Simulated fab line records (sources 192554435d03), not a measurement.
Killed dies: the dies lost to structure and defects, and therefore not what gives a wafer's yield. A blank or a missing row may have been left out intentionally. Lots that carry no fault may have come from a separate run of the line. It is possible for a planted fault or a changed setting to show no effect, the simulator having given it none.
Chamber matching :: flow n5-finfet :: pecvd-03 running N5_PASSIVATION_PECVD_01: 3 sister chambers
The step deposits SiNx from SiH4/NH3/N2, target thk 200 nm, time 43.2 s. 14 wafers are shown with their chamber, then 6 later ones without.

== WAFERS PAIRED WITH THEIR CHAMBERS ==
wafer: L623.2
chamber: 1
throttle-valve-pct (%): 28.4
showerhead-plenum-p-Torr (Torr): 8.665
heater-power-w (W): 561

wafer: L623.4
chamber: 2
throttle-valve-pct (%): 27.1
showerhead-plenum-p-Torr (Torr): 8.692
heater-power-w (W): 501

wafer: L623.6
chamber: 1
throttle-valve-pct (%): 28.7
showerhead-plenum-p-Torr (Torr): 8.693
heater-power-w (W): 593

wafer: L625.1
chamber: 2
throttle-valve-pct (%): 27.0
showerhead-plenum-p-Torr (Torr): 8.697
heater-power-w (W): 504

wafer: L625.2
chamber: 0
throttle-valve-pct (%): 30.4
showerhead-plenum-p-Torr (Torr): 8.590
heater-power-w (W): 361

wafer: L625.3
chamber: 1
throttle-valve-pct (%): 28.4
showerhead-plenum-p-Torr (Torr): 8.678
heater-power-w (W): 615

wafer: L639.1
chamber: 2
throttle-valve-pct (%): 27.4
showerhead-plenum-p-Torr (Torr): 8.680
heater-power-w (W): 446

wafer: L639.4
chamber: 1
throttle-valve-pct (%): 28.6
showerhead-plenum-p-Torr (Torr): 8.686
heater-power-w (W): 611

wafer: L639.5
chamber: 2
throttle-valve-pct (%): 27.6
showerhead-plenum-p-Torr (Torr): 8.672
heater-power-w (W): 463

wafer: L641.5
chamber: 0
throttle-valve-pct (%): 30.4
showerhead-plenum-p-Torr (Torr): 8.611
heater-power-w (W): 444

wafer: L641.6
chamber: 2
throttle-valve-pct (%): 27.7
showerhead-plenum-p-Torr (Torr): 8.654
heater-power-w (W): 534

wafer: L642.2
chamber: 2
throttle-valve-pct (%): 27.6
showerhead-plenum-p-Torr (Torr): 8.664
heater-power-w (W): 431

wafer: L642.3
chamber: 0
throttle-valve-pct (%): 30.2
showerhead-plenum-p-Torr (Torr): 8.614
heater-power-w (W): 426

wafer: L642.4
chamber: 2
throttle-valve-pct (%): 27.6
showerhead-plenum-p-Torr (Torr): 8.679
heater-power-w (W): 441

SIGNATURES (means of the wafers above)
reading: throttle-valve-pct
chamber 0: 30.333
chamber 1: 28.525
chamber 2: 27.429
scatter within a chamber: 0.223

reading: showerhead-plenum-p-Torr
chamber 0: 8.60500
chamber 1: 8.68050
chamber 2: 8.67686
scatter within a chamber: 0.0139

reading: heater-power-w
chamber 0: 410.33
chamber 1: 595.00
chamber 2: 474.29
scatter within a chamber: 36.6
Rule: a wafer lies at a distance from a chamber equal to the root of the sum of squares, over the readings, of (its reading less the chamber's mean, divided by the reading's scatter). If the next closest chamber is less than 2 further off than the closest, the wafer can't be placed; otherwise it belongs to the closest. The scatter: the root of (the sum of the squares of (reading less its chamber's mean) over the shown wafers, divided by (wafers less chambers)).

== WAFERS MISSING THEIR CHAMBER ==
wafer: L645.2
throttle-valve-pct (%): 27.6
showerhead-plenum-p-Torr (Torr): 8.693
heater-power-w (W): 499

wafer: L645.4
throttle-valve-pct (%): 30.5
showerhead-plenum-p-Torr (Torr): 8.606
heater-power-w (W): 389

wafer: L645.5
throttle-valve-pct (%): 27.7
showerhead-plenum-p-Torr (Torr): 8.656
heater-power-w (W): 521

wafer: L644.3
throttle-valve-pct (%): 27.9
showerhead-plenum-p-Torr (Torr): 8.684
heater-power-w (W): 436

wafer: L644.4
throttle-valve-pct (%): 30.5
showerhead-plenum-p-Torr (Torr): 8.610
heater-power-w (W): 428

wafer: L644.5
throttle-valve-pct (%): 27.4
showerhead-plenum-p-Torr (Torr): 8.667
heater-power-w (W): 455

== EACH ONE'S CHAMBER ==
wafer: L645.2
from the rows above: 2
in truth: 2

wafer: L645.4
from the rows above: 0
in truth: 0

wafer: L645.5
from the rows above: 2
in truth: 2

wafer: L644.3
from the rows above: 2
in truth: 2

wafer: L644.4
from the rows above: 0
in truth: 0

wafer: L644.5
from the rows above: 2
in truth: 2
Correctly placed: 6 of 6. Left unplaced by these rows: 0. Number placed wrongly: 0.
